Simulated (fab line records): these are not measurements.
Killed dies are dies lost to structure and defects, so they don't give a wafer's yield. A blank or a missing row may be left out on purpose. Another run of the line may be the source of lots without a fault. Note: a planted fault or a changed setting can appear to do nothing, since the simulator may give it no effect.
Matching of chambers	flow nand-harc	3 sister chambers for NHARC_P_M2_PRE_CLEAN_32 on pecvd-01
The step time 12 s. 3 wafers are shown with their chamber, then 11 later ones without.

## EACH WAFER AND ITS CHAMBER
wafer	chamber	heater-power-w (W)
L082.4	0	688
L083.5	1	701
L087.3	2	753

## WAFERS MISSING THEIR CHAMBER
wafer	heater-power-w (W)
L087.5	716
L087.6	733
L088.3	691
L088.5	690
L088.6	712
L090.1	613
L090.4	712
L090.5	657
L093.1	686
L093.3	664
L093.6	685

## CHAMBER TAKEN BY EACH
wafer	from the rows above	in truth
L087.5	can't be placed: 1 or 0 or 2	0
L087.6	can't be placed: 2 or 1 or 0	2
L088.3	can't be placed: 0 or 1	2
L088.5	can't be placed: 0 or 1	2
L088.6	can't be placed: 1 or 0 or 2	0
L090.1	can't be placed: 0 or 1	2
L090.4	can't be placed: 1 or 0 or 2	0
L090.5	can't be placed: 0 or 1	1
L093.1	can't be placed: 0 or 1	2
L093.3	can't be placed: 0 or 1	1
L093.6	can't be placed: 0 or 1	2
0 of 11 placed correctly. These rows do not allow placing 11 (true chamber among the candidates in 6). Wrongly placed: 0.
How it was worked out, from the rows above alone: a wafer's distance from a chamber is the root of the sum, over the readings, of the square of ((its reading less the chamber's mean) divided by the reading's scatter). The wafer belongs to the nearest chamber; if the next one is less than 2 further off, it can't be placed. For every chamber, the mean is computed from those of its wafers that are shown. The scatter: root of mean squared gap, hidden wafer to nearest shown wafer, with one shown wafer a chamber.
